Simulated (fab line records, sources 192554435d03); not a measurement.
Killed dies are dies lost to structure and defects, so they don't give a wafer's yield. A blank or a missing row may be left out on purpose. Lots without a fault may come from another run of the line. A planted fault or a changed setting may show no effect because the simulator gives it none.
fab line records | flow n5_finfet
record lots=11 wafers=33 last_day=18
route steps=1938 shown BEOL_M15@1788 PASSIVATION@1936
lots that met no fault: from a run of the same line without faults
start_h: hours from the record's first day to the start of the lot's first wafer shown | wait_h: hours since the lot's step before | " the same as in the row above | L1.1+2: a row that stands for several wafers | - no value, or no start given | * or withheld: withheld | < > ~ a bound
route shown NAME@n: a module of which the file shows steps, and the number in the route of the first | usual: mean/standard deviation of fault-free wafers | same: alike in all rows | chamber/n: place in a boat | sites: the reading at each site | _std_site: their standard deviation | _edge_site: outer sites' mean less inner sites' | radius_mm: how far each site lies from the wafer's centre | mask NAME#n: copy n | behind: the tool/chamber that last shaped the wafer | hold: why the lot was held/for how many hours/how that ended | device: the transistor (n, p or np) that didn't switch | end of line: the same wafers' tests at the end of the route | a step without rows: its recipe alone | killed: dies lost to structure and defects at the first sort, not the wafer's yield | map: a wafer's dies, x killed, . not, _ none there
set.NAME: the setting as run; set.NAME@STEP: as run at that earlier step | model.NAME: the simulator's own value behind a step, which no gauge read
steps of the route over a sample of lots; a table a step, a row a wafer
services: from which hour (start_h, from the record's first day; less than 0 if before it) a tool's chamber was out of use, for how many hours, and why
## steps
# step N5_BEOL_M15_VIA_ETCH_16
# recipe chemistry=C4F8/O2/Ar target=SiO2 he_inner_torr=15 he_outer_torr=30 target_depth_a=17922 time_s=withheld ion_energy_ev=800 pressure_mtorr=20 source_w=1905 bias_w=2040 Ar_flow_sccm=400 C4F8_flow_sccm=16 O2_flow_sccm=12 ends=cleared
# usual drypump_motor_current_A=5.7/0.42 oes_product_au=0.73/0.083 rf_vpp_V=2200/38 showerhead_plenum_p_Torr=3.46/0.11 throttle_valve_pct=30.86/0.19
# columns lot.wafer tool chamber start_h wait_h drypump_motor_current_A oes_product_au rf_vpp_V showerhead_plenum_p_Torr throttle_valve_pct
L961.3 rie_diel-06 3 254.58 0.0 5.3 0.88 2282 3.65 31.05
L961.4 " 1 " " 6.0 0.76 2214 3.33 30.30
L961.5 " 0 " " 5.2 0.63 2170 3.24 30.68
L962.1 rie_diel-05 3 255.13 0.0 5.7 0.63 2183 3.53 31.13
L962.2 " 2 " " 5.7 0.70 2203 3.31 30.77
L962.4 " 3 " " 5.7 0.62 2183 3.53 31.13
L960.1 rie_diel-06 2 255.45 0.0 5.9 0.61 2184 3.42 31.07
L960.3 " 0 " " 5.2 0.63 2171 3.24 30.68
L960.5 " 0 " " 5.2 0.63 2169 3.24 30.69
L964.3 rie_diel-05 3 274.79 0.0 5.7 0.62 2184 3.52 31.15
L964.5 " 1 " " 5.8 0.68 2209 3.57 30.76
L964.6 " 2 " " 5.6 0.68 2202 3.30 30.76
L965.2 rie_diel-05 0 282.48 0.0 5.1 0.88 2256 3.52 31.02
L965.3 " 1 " " 5.8 0.67 2209 3.57 30.74
L965.4 " 2 " " 5.6 0.68 2202 3.30 30.76
L968.1 rie_diel-06 1 301.97 0.0 6.1 0.76 2211 3.32 30.37
L968.4 " 3 " " 5.3 0.85 2283 3.65 31.08
L968.6 " 0 " " 5.2 0.62 2169 3.24 30.68
L974.1 rie_diel-05 2 343.62 0.0 5.6 0.67 2200 3.29 30.78
L974.3 " 3 " " 5.7 0.85 2184 3.51 30.79
L974.4 " 0 " " 5.1 0.81 2255 3.51 31.03
L975.2 rie_diel-02 2 346.33 0.0 6.2 0.80 2230 3.51 30.89
L975.3 " 1 " " 5.4 0.63 2163 3.49 30.97
L975.4 " 0 " " 6.5 0.75 2175 3.48 30.94
L978.3 rie_diel-06 3 369.06 0.0 5.3 0.81 2283 3.64 31.07
L978.4 " 1 " " 6.1 0.74 2212 3.31 30.36
L978.5 " 2 " " 5.9 0.86 2218 3.41 30.91
L980.2 rie_diel-02 2 395.80 0.0 6.1 0.78 2228 3.50 30.90
L980.5 " 0 " " 6.5 0.73 2174 3.47 30.93
L980.6 " 1 " " 5.4 0.62 2162 3.48 30.99
L982.1 rie_diel-05 3 404.80 0.0 5.7 0.82 2183 3.50 30.79
L982.2 " 1 " " 5.8 0.64 2206 3.54 30.79
L982.4 " 2 " " 5.6 0.66 2199 3.28 30.82
# step N5_BEOL_M15_STRIP_64
# recipe chemistry=O2 power_w=600 temp_c=60 pressure_mtorr=30 rf_frequency_hz=6e+07 bias_power_w=0 overash_fraction=0.3 o2_flow_sccm=225
# usual drypump_motor_current_A=5.7/0.42 oes_product_au=0.80/0.093 rf_vpp_V=3.6/0.52 showerhead_plenum_p_Torr=2.11/0.072 throttle_valve_pct=16.65/0.2
# columns lot.wafer tool chamber start_h wait_h drypump_motor_current_A oes_product_au rf_hours_counter_h rf_vpp_V showerhead_plenum_p_Torr throttle_valve_pct
L961.3 rie_diel-06 3 - - 5.2 0.97 10 3.6 2.24 16.72
L961.4 " 1 " " 6.0 0.84 78 4.3 2.03 16.28
L961.5 " 0 " " 5.1 0.69 - 4.3 1.98 16.79
L962.1 rie_diel-05 3 - - 5.7 0.69 251 3.4 2.15 16.90
L962.2 " 2 " " 5.6 0.76 149 3.6 2.00 16.52
L962.4 " 3 " " 5.7 0.69 - 3.4 2.15 16.90
L960.1 rie_diel-06 2 - - 5.9 0.68 240 2.9 2.06 16.81
L960.3 " 0 " " 5.1 0.68 201 3.6 1.98 16.80
L960.5 " 0 " " 5.2 0.69 - 3.4 1.98 16.81
L964.3 rie_diel-05 3 - - 5.7 0.69 259 3.9 2.15 16.93
L964.5 " 1 " " 5.8 0.75 - 3.8 2.16 16.45
L964.6 " 2 " " 5.6 0.76 - 3.0 2.00 16.55
L965.2 rie_diel-05 0 - - 5.1 0.97 2 3.7 2.15 16.62
L965.3 " 1 " " 5.8 0.73 182 3.7 2.16 16.47
L965.4 " 2 " " 5.6 0.76 - 3.5 2.00 16.56
L968.1 rie_diel-06 1 - - 6.0 0.82 93 3.6 2.03 16.30
L968.4 " 3 " " 5.2 0.94 - 3.0 2.23 16.73
L968.6 " 0 " " 5.2 0.67 - 3.4 1.98 16.83
L974.1 rie_diel-05 2 - - 5.6 0.73 182 4.3 1.99 16.59
L974.3 " 3 " " 5.7 0.94 14 4.2 2.14 16.43
L974.4 " 0 " " 5.1 0.91 24 3.8 2.15 16.65
L975.2 rie_diel-02 2 - - 6.1 0.89 45 3.6 2.13 16.51
L975.3 " 1 " " 5.4 0.69 235 3.1 2.15 17.01
L975.4 " 0 " " 6.5 0.83 66 3.7 2.14 16.71
L978.3 rie_diel-06 3 - - 5.2 0.90 44 2.8 2.22 16.76
L978.4 " 1 " " 6.0 0.81 - 3.9 2.02 16.35
L978.5 " 2 " " 5.9 0.94 - 3.3 2.05 16.39
L980.2 rie_diel-02 2 - - 6.2 0.86 60 3.0 2.12 16.54
L980.5 " 0 " " 6.5 0.81 - 4.0 2.13 16.73
L980.6 " 1 " " 5.4 0.68 - 3.8 2.14 17.05
L982.1 rie_diel-05 3 - - 5.7 0.91 30 3.7 2.14 16.48
L982.2 " 1 " " 5.8 0.71 222 4.6 2.15 16.54
L982.4 " 2 " " 5.6 0.73 199 3.9 1.98 16.62
# step N5_BEOL_M15_COAT_56
# recipe resist=SOC temp_c=250 time_s=60 spin_rpm=1500 resist_thk_nm=550
# usual chill_plate_temp_C=22.99/0.095 heater_power_total_W=500.4/1.8 plate_temp_C=250.00/0.18
# columns lot.wafer tool chamber start_h wait_h chill_plate_temp_C heater_power_total_W plate_temp_C
L961.3 litho_track-04 0 255.03 0.0 23.00 502.9 249.79
L961.4 " 0 " " 23.05 502.3 249.88
L961.5 " 0 " " 23.00 500.7 249.97
L962.1 litho_track-03 0 255.58 0.0 23.13 501.2 249.91
L962.2 " 0 " " 23.04 499.6 250.20
L962.4 " 0 " " 23.13 503.2 249.83
L960.1 litho_track-04 0 255.90 0.0 22.81 500.2 250.07
L960.3 " 0 " " 22.88 500.6 249.89
L960.5 " 0 " " 22.91 502.1 249.95
L964.3 litho_track-03 0 275.25 0.0 23.06 501.2 250.17
L964.5 " 0 " " 23.12 501.5 249.88
L964.6 " 0 " " 23.07 501.1 250.16
L965.2 litho_track-04 0 282.94 0.0 23.25 502.1 250.22
L965.3 " 0 " " 22.99 498.8 250.48
L965.4 " 0 " " 22.99 498.7 250.46
L968.1 litho_track-03 0 302.42 0.0 22.82 498.2 249.92
L968.4 " 0 " " 22.78 498.0 250.10
L968.6 " 0 " " 23.03 500.7 249.87
L974.1 litho_track-03 0 344.07 0.0 23.04 523.7 258.31
L974.3 " 0 " " 23.08 518.6 258.18
L974.4 " 0 " " 22.88 522.0 258.24
L975.2 litho_track-03 0 346.78 0.0 23.04 516.4 258.00
L975.3 " 0 " " 22.83 520.4 258.04
L975.4 " 0 " " 23.11 523.2 258.21
L978.3 litho_track-05 0 369.52 0.0 22.94 499.2 249.99
L978.4 " 0 " " 23.08 502.6 249.93
L978.5 " 0 " " 22.98 501.0 249.96
L980.2 litho_track-04 0 396.26 0.0 23.10 500.9 250.02
L980.5 " 0 " " 22.95 500.2 249.75
L980.6 " 0 " " 23.03 500.3 249.75
L982.1 litho_track-04 0 405.25 0.0 22.97 500.5 249.65
L982.2 " 0 " " 22.91 499.4 249.93
L982.4 " 0 " " 22.92 499.0 249.92
# step N5_BEOL_M15_INSPECT_30
# recipe mode=adi inspect_instrument=macro
# usual raw_defect_count=2.0/1.4
# columns lot.wafer tool chamber start_h wait_h raw_defect_count
L961.3 defect_inspect-02 - 256.04 0.0 0
L961.4 " - " " 2
L961.5 " - " " 3
L962.1 defect_inspect-02 - 256.48 0.0 1
L962.2 " - " " 2
L962.4 " - " " 2
L960.1 defect_inspect-01 - 256.79 0.0 2
L960.3 " - " " 1
L960.5 " - " " 0
L964.3 defect_inspect-01 - 276.26 0.0 3
L964.5 " - " " 0
L964.6 " - " " 4
L965.2 defect_inspect-02 - 283.97 0.0 0
L965.3 " - " " 1
L965.4 " - " " 4
L968.1 defect_inspect-01 - 303.44 0.0 5
L968.4 " - " " 4
L968.6 " - " " 1
L974.1 defect_inspect-02 - 344.97 0.0 1
L974.3 " - " " 1
L974.4 " - " " 1
L975.2 defect_inspect-01 - 347.83 0.0 4
L975.3 " - " " 3
L975.4 " - " " 3
L978.3 defect_inspect-02 - 370.88 0.0 3
L978.4 " - " " 4
L978.5 " - " " 3
L980.2 defect_inspect-01 - 397.27 0.0 1
L980.5 " - " " 1
L980.6 " - " " 4
L982.1 defect_inspect-01 - 406.27 0.0 3
L982.2 " - " " 0
L982.4 " - " " 4
# step N5_PASSIVATION_PROBE_49
# usual defect_limited_yield=91.7/1.2 killed_at_M0_to_M3=33/9.5 killed_at_M4_up=13/4.9 killed_at_contacts=13/6.6 killed_at_front_end=36/11 killed_at_other=3.0/2.6 killed_dies=97/14 killed_open=65/11 killed_short=31/6.6 sort_bin_5_function=4.8/0.82 sort_bin_6_memory=3.1/0.58 sort_bin_8_speed=0.00/0.02 sort_n_pass=1083/14 sort_yield_pct=91.7/1.2
# same gross_dies=1180 killed_at_back_side=0 sort_bin_4_leakage[%]=0
# columns lot.wafer tool chamber start_h wait_h defect_limited_yield[%] killed_at_M0_to_M3 killed_at_M4_up killed_at_contacts killed_at_front_end killed_at_other killed_dies killed_open killed_short sort_bin_5_function[%] sort_bin_6_memory[%] sort_bin_8_speed[%] sort_n_pass sort_yield_pct[%]
L974.1 prober-01 - 361.71 0.0 91.4 40 12 7 34 8 101 68 32 5.1 3.2 0 1079 91.4
L974.3 prober-01 - 361.81 0.1 91.4 47 12 11 31 1 102 66 36 4.7 3.6 0 1078 91.4
L974.4 prober-01 - 361.86 0.2 92.5 34 10 7 27 10 88 57 30 4.4 2.8 0 1092 92.5
# killed by level:class
L974.1 BEOL_M2:geometric_particle:open=14 BEOL_M0_SAQP:geometric_particle:open=8 GATE_CUT:geometric_particle:short=7 BEOL_M3:geometric_particle:open=7 FIN_SAQP:geometric_particle:short=6 DUMMY_GATE:geometric_particle:open=6 MOL_CONTACT_COAG:geometric_particle:open=6 STARTING-WAFER:geometric_particle:open=5
L974.3 MOL_CONTACT_COAG:geometric_particle:open=10 DUMMY_GATE:geometric_particle:open=9 BEOL_M1:geometric_particle:open=9 BEOL_M3:geometric_particle:open=7 BEOL_M0_SAQP:geometric_particle:short=6 BEOL_M0_SAQP:geometric_particle:open=6 BEOL_M2:geometric_particle:open=6 BEOL_M3:geometric_particle:short=6
L974.4 BEOL_M1:geometric_particle:open=8 STI_FIN_REVEAL:geometric_particle:open=7 FIN_SAQP:geometric_particle:short=5 FIN_SAQP:geometric_particle:open=5 BEOL_M2:geometric_particle:open=5 MOL_CONTACT_COAG:geometric_particle:open=4 BEOL_M3:geometric_particle:open=4 PAD_METAL:geometric_particle:open=4
## services
# columns tool chamber start_h hours kind
rie_diel-06 - 243.11 0.3 repair
rie_diel-05 0 245.49 - clean
rie_diel-05 0 245.49 - consumable_replace:focus_ring
rie_diel-05 0 245.49 29.2 scheduled_down
rie_diel-05 0 245.49 29.2 vent_cycle
rie_diel-05 3 275.11 - clean
rie_diel-05 3 275.11 - consumable_replace:focus_ring
rie_diel-05 3 275.11 23.4 scheduled_down
rie_diel-05 3 275.11 23.4 vent_cycle
rie_diel-06 2 292.53 - clean
rie_diel-06 2 292.53 - consumable_replace:esc
rie_diel-06 2 292.53 - consumable_replace:focus_ring
rie_diel-06 2 292.53 28.4 scheduled_down
rie_diel-06 2 292.53 28.4 vent_cycle
rie_diel-05 - 302.74 0.3 repair
rie_diel-06 0 364.88 7.3 repair
rie_diel-06 1 374.02 1.3 repair
rie_diel-02 1 396.13 - clean
rie_diel-02 1 396.13 - consumable_replace:focus_ring
rie_diel-02 1 396.13 19.8 scheduled_down
rie_diel-02 1 396.13 19.8 vent_cycle
## key
first_sign step=N5_BEOL_M15_COAT_56 reading=plate_temp_C direction=up sigmas=45 usual=* struck=*
effect step=N5_BEOL_M15_COAT_56 reading=heater_power_total_W direction=up sigmas=12 usual=* struck=*
met_at N5_BEOL_M15_COAT_56
struck_lots L974,L975
not_acting_at N5_BEOL_M15_VIA_ETCH_16,N5_BEOL_M15_STRIP_64,N5_BEOL_M15_INSPECT_30
onset_between 302.42 344.07
fault kind=process_parameter_drift tool=litho_track-03 chamber=- onset_h=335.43 steps=N5_BEOL_M15_COAT_56 channel=temp_c offset=* shape=step end_h=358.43 acts_in=* stated=*
